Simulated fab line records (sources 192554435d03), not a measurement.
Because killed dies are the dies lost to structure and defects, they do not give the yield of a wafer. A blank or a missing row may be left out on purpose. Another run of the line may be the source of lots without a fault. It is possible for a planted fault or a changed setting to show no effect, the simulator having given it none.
Split-lot experiment    flow n5 finfet    21 wafers read from 7 lots, route of 1938 steps

## THE SPLIT ITSELF
At N5_BEOL_M5_EXPOSE_08 (exposes mask M5, target cd 28 nm), the setting dose mj was moved away from the recipe's 35.75 on 8 of the 21 wafers read, by -6.4% to +7.0%. All remaining wafers had this setting at the recipe value.

## FROM THE SPLIT TO THE READING: what the file shows between them, 12 steps
- N5_BEOL_M5_PEB_09: peb time 60 s
- N5_BEOL_M5_DEVELOP_10: develop time 30 s
- N5_BEOL_M5_CD_MEAS_11: target cd 27.74 nm
- N5_BEOL_M5_DESCUM_16: chemistry O2, time 7 s
- N5_BEOL_M5_ETCH_72: etches underlayer in N2/H2, target depth 6.5 nm, time 5.2 s
- N5_BEOL_M5_ETCH_61: etches SiARC in CF4, target depth 15.6 nm, time 26 s
- N5_BEOL_M5_ETCH_62: etches SOC in N2/H2, target depth 75 nm, overetch 15 nm, time 112.5 s
- N5_BEOL_M5_STRIP_63: strips in N2/H2
- N5_BEOL_M5_STRIP_73: strips in N2/H2
- N5_BEOL_M5_STRIP_64: strips in CF4
- N5_BEOL_M5_HM_OPEN_17: chemistry Cl2/BCl3, target TiN, target depth 20 nm, overetch 6 nm
- N5_BEOL_M5_STRIP_19: strips in O2

## THE READING
cd nm, in nm, at N5_BEOL_M5_CD_MEAS_18 (pitch 56 nm, target cd 28 nm). On this fab line, fault-free wafers typically give 28.1 nm with a standard deviation of 0.4 nm.

wafer   tool, chamber at the split  dose mj as run  against the recipe  cd nm, nm  against lot-mates on the recipe
L075.1  euv scanner-01, 0           35.75           recipe              27.9       -
L075.2  euv scanner-01, 0           35.75           recipe              28.4       -
L075.5  euv scanner-01, 0           35.75           recipe              28.4       -
L080.1  euv scanner-01, 0           35.75           recipe              27.8       -
L080.5  euv scanner-01, 0           35.75           recipe              28.4       -
L080.6  euv scanner-01, 0           36.78           +2.9%               28.8       +0.7
L082.1  euv scanner-01, 0           37.65           +5.3%               29.7       +2.3
L082.3  euv scanner-01, 0           37.65           +5.3%               29.5       +2.1
L082.4  euv scanner-01, 0           35.75           recipe              27.4       -
L084.1  euv scanner-02, 0           35.75           recipe              27.8       -
L084.2  euv scanner-02, 0           35.75           recipe              28.0       -
L084.4  euv scanner-02, 0           35.75           recipe              27.5       -
L085.1  euv scanner-02, 0           35.75           recipe              27.9       -
L085.5  euv scanner-02, 0           38.26           +7.0%               29.9       +2.0
L085.6  euv scanner-02, 0           38.26           +7.0%               29.7       +1.8
L089.3  euv scanner-02, 0           35.75           recipe              28.4       -
L089.4  euv scanner-02, 0           34.95           -2.2%               27.1       -1.3
L089.6  euv scanner-02, 0           34.95           -2.2%               27.7       -0.7
L094.1  euv scanner-01, 0           35.75           recipe              28.6       -
L094.4  euv scanner-01, 0           33.46           -6.4%               26.6       -1.8
L094.6  euv scanner-01, 0           35.75           recipe              28.1       -

THE FIT
A straight line over all 21 wafers: cd nm changes by +0.257 nm for each +1% of dose mj; r = +0.93; the points scatter about the line by 0.33 nm.
The same after taking each lot's own level away (the mean of its wafers on the recipe; 21 wafers): +0.317 nm for each +1%; r = +0.96; scatter 0.31 nm.
Per that fit: largest dose mj move, reading shift of 2.2 nm.
Across the lots, their own levels run from 27.40 to 28.40 nm, a range of 2.5 times the standard deviation given above.
Thus the slope moves with the lot-to-lot level: the two fits are different.
Check: +2.28 nm against its lot-mates is what the line predicts for one of the wafers moved furthest among these (+7.0%) when that wafer is left out of the fit. It came out at +2 nm against them.

## THE OTHER SPLITS THESE WAFERS WENT THROUGH
These wafers also went through other splits before the reading. Each is held against what the fit with the lots' levels taken away leaves over:
other split on the same wafers    wafers away from the commonest value  r with cd nm (lot level and that fit taken away)
N5_BEOL_M4_ETCH_69 cf4 flow sccm  3                                     +0.19

## THE WHOLE CHAIN: every reading that the file lists as answering this split, in the file's order
step                   what it does                                                           reading                                                         change (the file's fit)                r (the file's)
N5_BEOL_M5_CD_MEAS_11  target cd 27.74 nm                                                     cd nm                                                           +0.248 nm for each +1% of the setting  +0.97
N5_BEOL_M5_ETCH_72     etches underlayer in N2/H2, target depth 6.5 nm, time 5.2 s            BEOL_M5.cd nm (the simulator's own value, which no gauge read)  +0.241 nm for each +1% of the setting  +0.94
N5_BEOL_M5_ETCH_62     etches SOC in N2/H2, target depth 75 nm, overetch 15 nm, time 112.5 s  BEOL_M5.cd nm (the simulator's own value, which no gauge read)  +0.261 nm for each +1% of the setting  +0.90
N5_BEOL_M5_HM_OPEN_17  chemistry Cl2/BCl3, target TiN, target depth 20 nm, overetch 6 nm      BEOL_M5.cd nm (the simulator's own value, which no gauge read)  +0.267 nm for each +1% of the setting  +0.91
N5_BEOL_M5_CD_MEAS_18  pitch 56 nm, target cd 28 nm                                           cd nm                                                           +0.307 nm for each +1% of the setting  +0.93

## FILE'S OWN FIT
cd nm changes by +0.307 nm for each +1% of dose mj, r = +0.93.
